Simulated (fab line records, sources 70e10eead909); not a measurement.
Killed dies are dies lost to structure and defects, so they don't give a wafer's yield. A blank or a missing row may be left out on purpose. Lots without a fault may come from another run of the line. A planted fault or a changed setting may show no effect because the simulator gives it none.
Which tool did it? | flow nand_harc | 12 lots, 36 wafers sampled, at 5 steps of a route of 1302

WHAT THE GAUGES READ, wafer by wafer
NHARC_END_SORT_01. Usual: killed_at_array 55, standard deviation 20; killed_at_other 1.1, standard deviation 1.2; killed_at_periphery 3.8, standard deviation 2.8; killed_dies 60, standard deviation 19; killed_open 3.4, standard deviation 1.9; killed_short 2.2, standard deviation 1.5.
lot  | measured     | on        | killed_at_array | killed_at_other | killed_at_periphery | killed_dies | killed_open | killed_short | flag
L155 | day 28 15:43 | prober-01 | 65 74 81        | 1 0 0           | 4 3 1               | 70 77 82    | 3 3 1       | 3 0 2        |
L160 | day 30 23:10 | prober-02 | 52              | 1               | 9                   | 62          | 2           | 3            |
L159 | day 30 17:01 | prober-01 | 43 43 54        | 0 1 0           | 3 4 1               | 46 48 55    | 2 5 3       | 2 4 3        |
L161 | day 30 09:19 | prober-02 | 79 75 81        | 0 0 0           | 4 6 0               | 83 81 81    | 4 3 1       | 2 0 2        |
L162 | day 30 09:15 | prober-01 | 63 50 65        | 1 0 1           | 3 4 5               | 67 54 71    | 7 3 6       | 6 2 5        |

WHICH TOOL RAN EACH LOT (tool, then ch and the chambers of the sampled wafers, then the start)
lot  | NHARC_P_GATE_DESCUM_93             | NHARC_P_GATE_RTA_80              | NHARC_P_CONTACT_SOFTBAKE_07       | NHARC_P_CONTACT_ETCH_36
L146 | rie_diel-11 ch 0,1,3, day 5 11:53  | rtp_anneal-02 ch 0, day 5 14:07  | litho_track-04 ch 0, day 5 15:00  | rie_diel-13 ch 0,1,2, no start
L147 | rie_diel-11 ch 0,1,3, day 6 03:21  | rtp_anneal-02 ch 0, day 6 05:39  | litho_track-06 ch 0, day 6 07:00  | rie_diel-02 ch 0,3, no start
L149 | rie_diel-08 ch 1,2,3, day 6 22:35  | rtp_anneal-01 ch 0, day 7 01:02  | litho_track-01 ch 0, day 7 02:00  | rie_diel-13 ch 0,1,3, no start
L153 | rie_diel-11 ch 0,1, day 8 22:31    | rtp_anneal-01 ch 0, day 9 00:49  | litho_track-01 ch 0, day 9 02:00  | rie_diel-03 ch 0,2, no start
L154 | rie_diel-11 ch 0,1,2, day 9 01:09  | rtp_anneal-02 ch 0, day 9 03:25  | litho_track-01 ch 0, day 9 06:00  | rie_diel-02 ch 0,1,3, no start
L155 | rie_diel-11 ch 2,3, day 9 16:21    | rtp_anneal-02 ch 0, day 9 18:55  | litho_track-06 ch 0, day 9 20:00  | rie_diel-02 ch 1,2,3, day 28 15:43 or earlier
L157 | rie_diel-08 ch 0,1,2, day 10 06:52 | rtp_anneal-01 ch 0, day 10 09:26 | litho_track-04 ch 0, day 10 11:00 | rie_diel-03 ch 1,2,3, no start
L158 | rie_diel-11 ch 2,3, day 10 17:53   | rtp_anneal-02 ch 0, day 10 20:13 | litho_track-04 ch 0, day 10 22:00 | rie_diel-02 ch 0,2,3, no start
L160 | rie_diel-11 ch 0,3, day 11 14:34   | rtp_anneal-01 ch 0, day 11 17:16 | litho_track-04 ch 0, day 11 19:00 | rie_diel-02 ch 1,2,3, day 30 23:10 or earlier
L159 | rie_diel-08 ch 0,1,2, day 11 15:28 | rtp_anneal-02 ch 0, day 11 18:23 | litho_track-01 ch 0, day 11 20:00 | rie_diel-03 ch 1,2, day 30 17:01 or earlier
L161 | rie_diel-11 ch 0,1, day 12 03:20   | rtp_anneal-02 ch 0, day 12 05:34 | litho_track-04 ch 0, day 12 07:00 | rie_diel-03 ch 0,1,2, day 30 09:19 or earlier
L162 | rie_diel-08 ch 0,1,2, day 12 10:19 | rtp_anneal-02 ch 0, day 12 12:33 | litho_track-04 ch 0, day 12 14:00 | rie_diel-02 ch 1,3, day 30 09:15 or earlier
- NHARC_P_GATE_DESCUM_93: chemistry O2, time 3 s.
- NHARC_P_GATE_RTA_80: time 30 s.
- NHARC_P_CONTACT_SOFTBAKE_07: time 55 s.
- NHARC_P_CONTACT_ETCH_36: etches the open film in N2/H2, target depth 260 nm, time 406.25 s.

WHAT THE TOOLS THEMSELVES READ (means of the sampled wafers that have a number; where no wafer has one, the mark that the record gives instead)
NHARC_P_GATE_DESCUM_93. Usual: drypump_motor_current_A 6.0 A, standard deviation 0.57; oes_product_au 1.000 a.u., standard deviation 0.0096; rf_vpp_V 58.0 V, standard deviation 0.83; showerhead_plenum_p_Torr 1.96 Torr, standard deviation 0.074; throttle_valve_pct 11.311 %, standard deviation 0.0086.
lot  | tool        | drypump_motor_current_A (A) | oes_product_au (a.u.) | rf_vpp_V (V) | showerhead_plenum_p_Torr (Torr) | throttle_valve_pct (%) | flag
L146 | rie_diel-11 | 6.2                         | 0.998                 | 57.0         | 1.92                            | 11.306                 |
L147 | rie_diel-11 | 6.2                         | 0.995                 | 58.5         | 1.92                            | 11.309                 |
L149 | rie_diel-08 | 5.8                         | 1.000                 | 57.8         | 1.99                            | 11.314                 |
L153 | rie_diel-11 | 6.4                         | 0.999                 | 57.6         | 1.96                            | 11.305                 |
L154 | rie_diel-11 | 6.3                         | 0.992                 | 58.2         | 1.96                            | 11.308                 |
L155 | rie_diel-11 | 6.5                         | 0.999                 | 58.0         | 1.95                            | 11.301                 |
L157 | rie_diel-08 | 6.1                         | 1.007                 | 58.6         | 2.03                            | 11.315                 |
L158 | rie_diel-11 | 6.5                         | 0.993                 | 58.7         | 1.95                            | 11.304                 |
L160 | rie_diel-11 | 6.1                         | 1.002                 | 57.0         | 1.88                            | 11.309                 |
L159 | rie_diel-08 | 6.1                         | 1.003                 | 57.5         | 2.03                            | 11.310                 |
L161 | rie_diel-11 | 6.0                         | 1.004                 | 58.5         | 1.94                            | 11.307                 |
L162 | rie_diel-08 | 6.1                         | 0.990                 | 57.9         | 2.03                            | 11.310                 |

NHARC_P_GATE_RTA_80. Usual: anneal_temp_c_max 301.7, standard deviation 0.35; wafer_temp_C_max 301.5, standard deviation 0.41.
lot  | tool          | anneal_temp_c_max | wafer_temp_C_max | flag
L146 | rtp_anneal-02 | 301.7             | 301.0            |
L147 | rtp_anneal-02 | 301.3             | 301.2            |
L149 | rtp_anneal-01 | 301.8             | 302.1            |
L153 | rtp_anneal-01 | 301.7             | 301.7            |
L154 | rtp_anneal-02 | 301.6             | 301.1            |
L155 | rtp_anneal-02 | 301.7             | 301.4            |
L157 | rtp_anneal-01 | 301.7             | 301.7            |
L158 | rtp_anneal-02 | 302.3             | 300.9            |
L160 | rtp_anneal-01 | 301.8             | 301.6            |
L159 | rtp_anneal-02 | 301.3             | 301.4            |
L161 | rtp_anneal-02 | 301.7             | 301.2            |
L162 | rtp_anneal-02 | 301.5             | 301.5            |

NHARC_P_CONTACT_SOFTBAKE_07. Usual: heater_power_total_W 188.44 W, standard deviation 0.13; plate_temp_C 104.99 C, standard deviation 0.13.
lot  | tool           | heater_power_total_W (W) | plate_temp_C (C) | flag
L146 | litho_track-04 | 188.39                   | 105.01           |
L147 | litho_track-06 | 188.33                   | 104.94           |
L149 | litho_track-01 | 188.38                   | 105.10           |
L153 | litho_track-01 | 188.51                   | 105.14           |
L154 | litho_track-01 | 188.48                   | 105.09           |
L155 | litho_track-06 | 188.51                   | 104.92           |
L157 | litho_track-04 | 188.37                   | 105.09           |
L158 | litho_track-04 | 188.41                   | 104.99           |
L160 | litho_track-04 | 188.56                   | 105.15           |
L159 | litho_track-01 | 188.39                   | 105.02           |
L161 | litho_track-04 | 186.20                   | 103.80           | OFF
L162 | litho_track-04 | 186.19                   | 104.02           | OFF

NHARC_P_CONTACT_ETCH_36. Usual: drypump_motor_current_A 5.7 A, standard deviation 0.43; oes_product_au 1.005 a.u., standard deviation 0.011; rf_vpp_V 429.4 V, standard deviation 2.2; showerhead_plenum_p_Torr 2.00 Torr, standard deviation 0.073; throttle_valve_pct 14.170 %, standard deviation 0.009.
lot  | tool        | drypump_motor_current_A (A) | oes_product_au (a.u.) | rf_vpp_V (V) | showerhead_plenum_p_Torr (Torr) | throttle_valve_pct (%) | flag
L146 | rie_diel-13 | 5.7                         | 1.014                 | 429.7        | 2.02                            | 14.169                 |
L147 | rie_diel-02 | 5.6                         | 1.004                 | 431.7        | 2.09                            | 14.157                 |
L149 | rie_diel-13 | 6.0                         | 1.007                 | 431.0        | 2.06                            | 14.172                 |
L153 | rie_diel-03 | 5.4                         | 1.001                 | 427.7        | 1.93                            | 14.172                 |
L154 | rie_diel-02 | 5.7                         | 1.005                 | 429.4        | 2.03                            | 14.170                 |
L155 | rie_diel-02 | 5.7                         | 1.001                 | 428.5        | 1.99                            | 14.180                 |
L157 | rie_diel-03 | 5.3                         | 1.000                 | 427.4        | 1.92                            | 14.171                 |
L158 | rie_diel-02 | 5.5                         | 0.993                 | 430.4        | 2.06                            | 14.165                 |
L160 | rie_diel-02 | 5.7                         | 1.000                 | 428.9        | 1.98                            | 14.162                 |
L159 | rie_diel-03 | 5.1                         | 1.012                 | 426.6        | 1.91                            | 14.175                 |
L161 | rie_diel-03 | 5.5                         | 1.015                 | 427.5        | 1.92                            | 14.168                 |
L162 | rie_diel-02 | 5.9                         | 1.001                 | 429.0        | 1.96                            | 14.163                 |

THE ANSWER, worked out from the rows above alone
Rule: a lot is off if the mean of its wafers that have a number lies more than 3 standard deviations from the usual mean. A lot without any number at a reading at which 4 lots or more have one is off too. The other lots that the step has rows for count as sound. The gauges are gone through in route order, then the tools' own readings, and for those a lot's mean is taken as printed above. The first step at which some lot is off is used, and at that step the reading that is off furthest; a lot without a number counts as furthest.
Off: L161, L162, at NHARC_P_CONTACT_SOFTBAKE_07 (heater_power_total_W).
A tool fits if, at that step or a process step before it, it ran every lot that is off, and no sound lot after the first of them. Can't be told from this: 2 tools fit, rtp_anneal-02 at NHARC_P_GATE_RTA_80, litho_track-04 at NHARC_P_CONTACT_SOFTBAKE_07.

WHAT THE SIMULATOR HAD PUT IN
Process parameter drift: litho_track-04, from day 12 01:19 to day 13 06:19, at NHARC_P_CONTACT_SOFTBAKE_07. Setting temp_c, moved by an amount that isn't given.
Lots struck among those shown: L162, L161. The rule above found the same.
